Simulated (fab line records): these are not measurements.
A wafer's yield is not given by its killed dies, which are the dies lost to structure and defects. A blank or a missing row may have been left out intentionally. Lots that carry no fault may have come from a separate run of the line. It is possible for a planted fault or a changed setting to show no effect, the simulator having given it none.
Split-lot trial || flow n5Finfet || on a route of 1938 steps: 7 lots, 21 wafers read

ON THE SPLIT
At N5_MOL_CONTACT_COAG_ALD_133 (deposits SiO2, target thk 5 nm, pulse time 1 s, co reactant pulse time 1 s), the setting aldCycles was moved away from the recipe's 35 on 8 of the 21 wafers read, by +8.6% to +14.3%. The other wafers ran this setting at the recipe's value.

Reading taken at the split's own step.

THE READING
SiO2_of_MOL_CONTACT_COAG_ALD_133.thkNm (the simulator's own value, which no gauge read), in nm, at N5_MOL_CONTACT_COAG_ALD_133 (deposits SiO2, target thk 5 nm, pulse time 1 s, co reactant pulse time 1 s). There is no usual value for it anywhere in the file.

{"wafer": "L075.2", "tool, chamber at the split": "aldSin-04, 1", "aldCycles as run": 40, "against the recipe": "+14.3%", "SiO2_of_MOL_CONTACT_COAG_ALD_133.thkNm, nm": 5.6, "against lot-mates on the recipe": "+0.6"}
{"wafer": "L075.3", "tool, chamber at the split": "aldSin-04, 2", "aldCycles as run": 35, "against the recipe": "recipe", "SiO2_of_MOL_CONTACT_COAG_ALD_133.thkNm, nm": 5, "against lot-mates on the recipe": "-"}
{"wafer": "L075.6", "tool, chamber at the split": "aldSin-04, 0", "aldCycles as run": 40, "against the recipe": "+14.3%", "SiO2_of_MOL_CONTACT_COAG_ALD_133.thkNm, nm": 5.8, "against lot-mates on the recipe": "+0.8"}
{"wafer": "L076.3", "tool, chamber at the split": "aldSin-03, 0,1", "aldCycles as run": 39, "against the recipe": "+11.4%", "SiO2_of_MOL_CONTACT_COAG_ALD_133.thkNm, nm": 5.6, "against lot-mates on the recipe": "+0.6"}
{"wafer": "L076.5", "tool, chamber at the split": "aldSin-03, 0,1", "aldCycles as run": 39, "against the recipe": "+11.4%", "SiO2_of_MOL_CONTACT_COAG_ALD_133.thkNm, nm": 5.6, "against lot-mates on the recipe": "+0.6"}
{"wafer": "L076.4", "tool, chamber at the split": "aldSin-03, 3", "aldCycles as run": 35, "against the recipe": "recipe", "SiO2_of_MOL_CONTACT_COAG_ALD_133.thkNm, nm": 5, "against lot-mates on the recipe": "-"}
{"wafer": "L080.2", "tool, chamber at the split": "aldSin-04, 2,3,0", "aldCycles as run": 35, "against the recipe": "recipe", "SiO2_of_MOL_CONTACT_COAG_ALD_133.thkNm, nm": 5, "against lot-mates on the recipe": "-"}
{"wafer": "L080.5", "tool, chamber at the split": "aldSin-04, 2,3,0", "aldCycles as run": 35, "against the recipe": "recipe", "SiO2_of_MOL_CONTACT_COAG_ALD_133.thkNm, nm": 5, "against lot-mates on the recipe": "-"}
{"wafer": "L080.6", "tool, chamber at the split": "aldSin-04, 2,3,0", "aldCycles as run": 35, "against the recipe": "recipe", "SiO2_of_MOL_CONTACT_COAG_ALD_133.thkNm, nm": 5, "against lot-mates on the recipe": "-"}
{"wafer": "L081.2", "tool, chamber at the split": "aldSin-02, 1,0", "aldCycles as run": 38, "against the recipe": "+8.6%", "SiO2_of_MOL_CONTACT_COAG_ALD_133.thkNm, nm": 5.4, "against lot-mates on the recipe": "+0.4"}
{"wafer": "L081.6", "tool, chamber at the split": "aldSin-02, 1,0", "aldCycles as run": 38, "against the recipe": "+8.6%", "SiO2_of_MOL_CONTACT_COAG_ALD_133.thkNm, nm": 5.4, "against lot-mates on the recipe": "+0.4"}
{"wafer": "L081.5", "tool, chamber at the split": "aldSin-02, 1", "aldCycles as run": 35, "against the recipe": "recipe", "SiO2_of_MOL_CONTACT_COAG_ALD_133.thkNm, nm": 5, "against lot-mates on the recipe": "-"}
{"wafer": "L084.3", "tool, chamber at the split": "aldSin-04, 2,3,2", "aldCycles as run": 35, "against the recipe": "recipe", "SiO2_of_MOL_CONTACT_COAG_ALD_133.thkNm, nm": 5, "against lot-mates on the recipe": "-"}
{"wafer": "L084.5", "tool, chamber at the split": "aldSin-04, 2,3,2", "aldCycles as run": 35, "against the recipe": "recipe", "SiO2_of_MOL_CONTACT_COAG_ALD_133.thkNm, nm": 5, "against lot-mates on the recipe": "-"}
{"wafer": "L084.6", "tool, chamber at the split": "aldSin-04, 2,3,2", "aldCycles as run": 35, "against the recipe": "recipe", "SiO2_of_MOL_CONTACT_COAG_ALD_133.thkNm, nm": 5, "against lot-mates on the recipe": "-"}
{"wafer": "L085.2", "tool, chamber at the split": "aldSin-03, 0,3,2", "aldCycles as run": 35, "against the recipe": "recipe", "SiO2_of_MOL_CONTACT_COAG_ALD_133.thkNm, nm": 5, "against lot-mates on the recipe": "-"}
{"wafer": "L085.3", "tool, chamber at the split": "aldSin-03, 0,3,2", "aldCycles as run": 35, "against the recipe": "recipe", "SiO2_of_MOL_CONTACT_COAG_ALD_133.thkNm, nm": 5, "against lot-mates on the recipe": "-"}
{"wafer": "L085.5", "tool, chamber at the split": "aldSin-03, 0,3,2", "aldCycles as run": 35, "against the recipe": "recipe", "SiO2_of_MOL_CONTACT_COAG_ALD_133.thkNm, nm": 5, "against lot-mates on the recipe": "-"}
{"wafer": "L093.1", "tool, chamber at the split": "aldSin-03, 0", "aldCycles as run": 35, "against the recipe": "recipe", "SiO2_of_MOL_CONTACT_COAG_ALD_133.thkNm, nm": 5, "against lot-mates on the recipe": "-"}
{"wafer": "L093.3", "tool, chamber at the split": "aldSin-03, 3,2", "aldCycles as run": 38, "against the recipe": "+8.6%", "SiO2_of_MOL_CONTACT_COAG_ALD_133.thkNm, nm": 5.4, "against lot-mates on the recipe": "+0.4"}
{"wafer": "L093.5", "tool, chamber at the split": "aldSin-03, 3,2", "aldCycles as run": 38, "against the recipe": "+8.6%", "SiO2_of_MOL_CONTACT_COAG_ALD_133.thkNm, nm": 5.4, "against lot-mates on the recipe": "+0.4"}
When a row names more than one chamber, that row covers several wafers, and the file does not tell which wafer ran in which chamber.

FIT RESULTS
A straight line over all 21 wafers: SiO2_of_MOL_CONTACT_COAG_ALD_133.thkNm changes by +0.0494 nm for each +1% of aldCycles; r = +0.99; the points scatter about the line by 0.036 nm.
The same after taking each lot's own level away (the mean of its wafers on the recipe; 21 wafers): +0.0494 nm for each +1%; r = +0.99; scatter 0.036 nm.
Per that fit: largest aldCycles move, reading shift of 0.71 nm.
The lots' own levels span 5.00 to 5.00 nm.
Consequently the slope shifts little with the lot-to-lot level, the two slopes agreeing.
Check: +0.733 nm against its lot-mates is what the line predicts for one of the wafers moved furthest among these (+14.3%) when that wafer is left out of the fit. Against them it came out at +0.6 nm.

FURTHER SPLITS ON THESE WAFERS
Before the reading, these wafers also passed through other splits. Each is held against what the fit with the lots' levels taken away leaves over:
{"other split on the same wafers": "N5_SD_EPI_N_PEB_07 pebTempC", "wafers away from the commonest value": 4, "r with SiO2_of_MOL_CONTACT_COAG_ALD_133.thkNm (lot level and that fit taken away)": -0.43}
{"other split on the same wafers": "N5_SD_EPI_P_EPI_21 tempC", "wafers away from the commonest value": 4, "r with SiO2_of_MOL_CONTACT_COAG_ALD_133.thkNm (lot level and that fit taken away)": "+0.31"}
{"other split on the same wafers": "N5_SD_ACTIVATION_LSA_01 tempC", "wafers away from the commonest value": 6, "r with SiO2_of_MOL_CONTACT_COAG_ALD_133.thkNm (lot level and that fit taken away)": -0.30}
{"other split on the same wafers": "N5_HKMG_FIN_COAT_06 spinRpm", "wafers away from the commonest value": 7, "r with SiO2_of_MOL_CONTACT_COAG_ALD_133.thkNm (lot level and that fit taken away)": "+0.15"}
{"other split on the same wafers": "N5_HKMG_FIN_DEVELOP_11 developTimeS", "wafers away from the commonest value": 7, "r with SiO2_of_MOL_CONTACT_COAG_ALD_133.thkNm (lot level and that fit taken away)": -0.05}
{"other split on the same wafers": "N5_GATE_CUT_ETCH_58 sourceW", "wafers away from the commonest value": 7, "r with SiO2_of_MOL_CONTACT_COAG_ALD_133.thkNm (lot level and that fit taken away)": -0.37}

FILE'S OWN FIT
SiO2_of_MOL_CONTACT_COAG_ALD_133.thkNm changes by +0.0492 nm for each +1% of aldCycles, r = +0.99.
